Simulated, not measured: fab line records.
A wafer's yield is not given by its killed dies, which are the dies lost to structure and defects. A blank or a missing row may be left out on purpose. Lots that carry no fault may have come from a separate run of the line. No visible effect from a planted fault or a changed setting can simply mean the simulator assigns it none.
Chamber matching || flow n5-finfet || 4 sister chambers for N5_BEOL_M10_ALD_74 on ald-metal-01
The step deposits TaN, target thk 2 nm, pulse time 2 s, purge time 3 s. 4 wafers are shown with their chamber, then 9 later ones without.

== WAFERS, EACH WITH ITS CHAMBER ==
{"wafer": "L090.2", "chamber": 1, "heater-power-w (W)": 426}
{"wafer": "L090.3", "chamber": 0, "heater-power-w (W)": 339}
{"wafer": "L092.2", "chamber": 2, "heater-power-w (W)": 294}
{"wafer": "L092.5", "chamber": 3, "heater-power-w (W)": 488}

== WAFERS MISSING THEIR CHAMBER ==
{"wafer": "L089.1", "heater-power-w (W)": 468}
{"wafer": "L089.3", "heater-power-w (W)": 305}
{"wafer": "L089.4", "heater-power-w (W)": 427}
{"wafer": "L095.4", "heater-power-w (W)": 432}
{"wafer": "L095.5", "heater-power-w (W)": 338}
{"wafer": "L095.6", "heater-power-w (W)": 425}
{"wafer": "L097.1", "heater-power-w (W)": 300}
{"wafer": "L097.4", "heater-power-w (W)": 429}
{"wafer": "L097.5", "heater-power-w (W)": 304}

== EACH ONE'S CHAMBER ==
{"wafer": "L089.1", "from the rows above": 3, "in truth": 3}
{"wafer": "L089.3", "from the rows above": 2, "in truth": 2}
{"wafer": "L089.4", "from the rows above": 1, "in truth": 1}
{"wafer": "L095.4", "from the rows above": 1, "in truth": 1}
{"wafer": "L095.5", "from the rows above": 0, "in truth": 0}
{"wafer": "L095.6", "from the rows above": 1, "in truth": 1}
{"wafer": "L097.1", "from the rows above": 2, "in truth": 2}
{"wafer": "L097.4", "from the rows above": 1, "in truth": 1}
{"wafer": "L097.5", "from the rows above": 2, "in truth": 2}
Placed correctly: 9 of 9. Left unplaced by these rows: 0. 0 placed wrongly.
How it was worked out, from the rows above alone: a wafer's distance from a chamber is the root of the sum, over the readings, of the square of ((its reading less the chamber's mean) divided by the reading's scatter). If the next closest chamber is less than 2 further off than the closest, the wafer can't be placed; otherwise it belongs to the closest. Each chamber's mean is taken over the wafers shown for it. The scatter (one wafer shown for each chamber): square how far every hidden wafer sits from the nearest shown wafer, average those squares and take the square root.
